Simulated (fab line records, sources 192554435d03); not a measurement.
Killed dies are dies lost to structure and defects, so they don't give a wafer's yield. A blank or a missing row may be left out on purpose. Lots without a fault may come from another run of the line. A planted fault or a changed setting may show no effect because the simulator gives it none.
A struck lot beside a sound one | flow n5_finfet | 26 steps out of a route of 1938
Sound: wafers L767.3, L767.5, L767.6. Struck: wafer L774.1. (L774.3, L774.6 of the same lot were not struck and are left out.) The cause comes at the end.
At each step with rows: each side's tool, then ch and its chambers, then its first start. Under that, the readings that differ: sound wafers | struck wafers | difference of the means | sigmas: that difference in standard deviations of wafers without a fault.
alike: readings whose means differ by less than 2 such deviations, and words and numbers that are the same on both sides. not compared: withheld readings, readings that some wafer has no value for, bounds like >300 that may hide the same value, and numbers for which the record gives no deviation and whose values overlap.
The two part at a step that has a row with sigmas, a row that says differs or no value, or rows on one side only. Numbers that don't overlap but have no deviation are shown without sigmas and don't part them. A reading that every wafer of one side lacks parts them only if that side has two wafers or more.

first, 9 steps without rows for these wafers: N5_MIM_BOT_LITHO_SOFTBAKE_03 (time 90 s); N5_MIM_BOT_LITHO_EXPOSE_05 (exposes mask MIM BOT); N5_MIM_BOT_LITHO_PEB_06; N5_MIM_BOT_LITHO_DEVELOP_07 (develop time 60 s); N5_MIM_BOT_LITHO_HARDBAKE_09 (time 120 s); N5_MIM_BOT_LITHO_DESCUM_10 (chemistry O2, time 7.9 s); N5_MIM_BOT_ETCH_ETCH_04 (etches SiNx in CF4/O2, target depth 26 nm, time 13 s); N5_MIM_BOT_ETCH_ETCH_03 (etches the open film in Cl2/BCl3, target depth 12 nm); N5_MIM_BOT_ETCH_ETCH_00 (etches TiN in Cl2/BCl3, target depth 45.5 nm).
N5_MIM_BOT_ETCH_STRIP_01: strips in O2.
  sound on rie_diel-03 ch 0,3, day 15 02:02; struck on rie_diel-03 ch 1, day 16 10:03
  alike: drypump_motor_current_A, oes_product_au, rf_vpp_V, showerhead_plenum_p_Torr, throttle_valve_pct
  not compared: rf_hours_counter_h
then, 13 steps without rows for these wafers: N5_MIM_BOT_ETCH_STRIP_02 (strips in post etch residue remover, time 1200 s); N5_MIM_BOT_ETCH_CLEAN_05 (cleans in IPA, time 180 s); N5_MIM_BOT_ETCH_SRD_06 (time 30 s); N5_PASSIVATION_PECVD_55 (deposits SiO2 from SiH4/N2O, target thk 400 nm, time 22.5 s); N5_PASSIVATION_PECVD_01 (deposits SiNx from SiH4/NH3/N2, target thk 200 nm, time 43.2 s); N5_PASSIVATION_HMDS_03 (time 60 s); N5_PASSIVATION_COAT_04; N5_PASSIVATION_EBR_06; N5_PASSIVATION_SOFTBAKE_05 (time 90 s); N5_PASSIVATION_EXPOSE_07 (exposes mask TV, defocus 0 nm, target cd 3000 nm); N5_PASSIVATION_PEB_08; N5_PASSIVATION_DEVELOP_09 (develop time 60 s); N5_PASSIVATION_HARDBAKE_11 (time 120 s).
N5_PASSIVATION_INSPECT_61: inspects for defects (macro).
  sound on defect_inspect-01, day 15 03:33; struck on defect_inspect-02, day 16 11:08
  reading          | sound | struck | difference | sigmas
  raw_defect_count | 1 2 1 | >300   | differs    |
then, 1 step without rows for these wafers: N5_PASSIVATION_DESCUM_12 (chemistry O2, time 7.9 s).
N5_PASSIVATION_PROBE_49:
  sound on prober-01, day 15 11:10; struck on prober-01, day 16 18:13
  reading                  | sound          | struck | difference | sigmas
  defect_limited_yield (%) | 93.4 91.8 90.8 | 85.2   | -6.8       | -5
  killed_at_other          | 1 4 1          | 71     | +69        | +21
  killed_dies              | 78 97 108      | 175    | +81        | +4
  killed_on_rim            | 9 13 16        | 39     | +26        | +6
  sort_bin_5_function (%)  | 4.1 4.5 6.2    | 8.9    | +4.0       | +4
  sort_n_pass              | 1102 1083 1072 | 1005   | -81        | -4
  sort_yield_pct (%)       | 93.4 91.8 90.8 | 85.2   | -6.8       | -5
  alike: killed_at_M0_to_M3, killed_at_M4_up, killed_at_contacts, killed_at_front_end, killed_open, killed_short, sort_bin_6_memory, sort_bin_8_speed

WHERE THEY PART
First at N5_PASSIVATION_INSPECT_61; last, within this record, at N5_PASSIVATION_PROBE_49.

WHY: what the simulator had put in
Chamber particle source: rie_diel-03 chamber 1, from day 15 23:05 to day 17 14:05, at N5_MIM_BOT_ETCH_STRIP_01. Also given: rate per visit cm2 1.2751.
